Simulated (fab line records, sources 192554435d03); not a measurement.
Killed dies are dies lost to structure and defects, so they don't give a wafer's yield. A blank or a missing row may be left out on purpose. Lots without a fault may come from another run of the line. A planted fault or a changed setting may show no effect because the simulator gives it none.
Which tool did it? | flow n5_finfet | 12 lots, 36 wafers sampled, at 2 steps of a route of 1938

WHAT THE GAUGES READ, wafer by wafer
N5_BEOL_M12_CD_MEAS_10: target cd 140 nm.
lot  | measured     | on        | cd_nm (nm)
L075 | day 10 22:17 | cd_sem-03 | 140.2 142.1 138.4
L077 | day 11 11:56 | cd_sem-03 | 141.1 138.1 142.4
L079 | day 11 19:46 | cd_sem-01 | 139.7 137.9 141.8
L080 | day 12 14:42 | cd_sem-01 | 139.1 139.0 140.3
L082 | day 12 20:01 | cd_sem-01 | 141.8 140.9 139.7
L085 | day 13 15:01 | cd_sem-03 | 141.4 138.7 142.4
L086 | day 14 00:43 | cd_sem-03 | 142.8 138.5 142.5
L089 | day 14 20:57 | cd_sem-03 | 139.3 139.9 141.4
L093 | day 15 09:04 | cd_sem-03 | 141.4 140.6 141.0
L092 | day 15 16:02 | cd_sem-03 | 139.5 141.6 142.1
L094 | day 16 22:59 | cd_sem-02 | 141.2 141.7 142.1
L097 | day 17 13:53 | cd_sem-03 | 141.9 143.0 141.5

WHICH TOOL RAN EACH LOT (tool, then ch and the chambers of the sampled wafers, then the start)
lot  | N5_BEOL_M11_SPUTTER_48
L075 | pvd_sputter-01, day 10 20:40
L077 | pvd_sputter-02, day 11 09:31
L079 | pvd_sputter-01, day 11 18:11
L080 | pvd_sputter-02, day 12 12:58
L082 | pvd_sputter-01, day 12 18:15
L085 | pvd_sputter-03, day 13 13:26
L086 | pvd_sputter-01, day 13 23:07
L089 | pvd_sputter-02, day 14 19:16
L093 | pvd_sputter-03, day 15 07:24
L092 | pvd_sputter-01, day 15 14:26
L094 | pvd_sputter-03, day 16 21:13
L097 | pvd_sputter-02, day 17 12:05
- N5_BEOL_M11_SPUTTER_48: material Cu, target thk 12 nm, time 2 s.

THE ANSWER, worked out from the rows above alone
Rule: what is usual is taken from the lots themselves. Put in order of their means at a reading, lots are off if they are a third of the lots or fewer, leave a main group of 4 or more, and stand apart from it by a gap of 3 or more times the standard deviation of the main group's means; of several such gaps the widest counts. A main group whose means are all the same, to the digits that the tables above print for the reading, isn't used. A lot without any number at a reading at which 4 lots or more have one is off too. The other lots that the step has rows for count as sound.
No lot is off at any reading shown: from this, nothing can be told.

WHAT THE SIMULATOR HAD PUT IN
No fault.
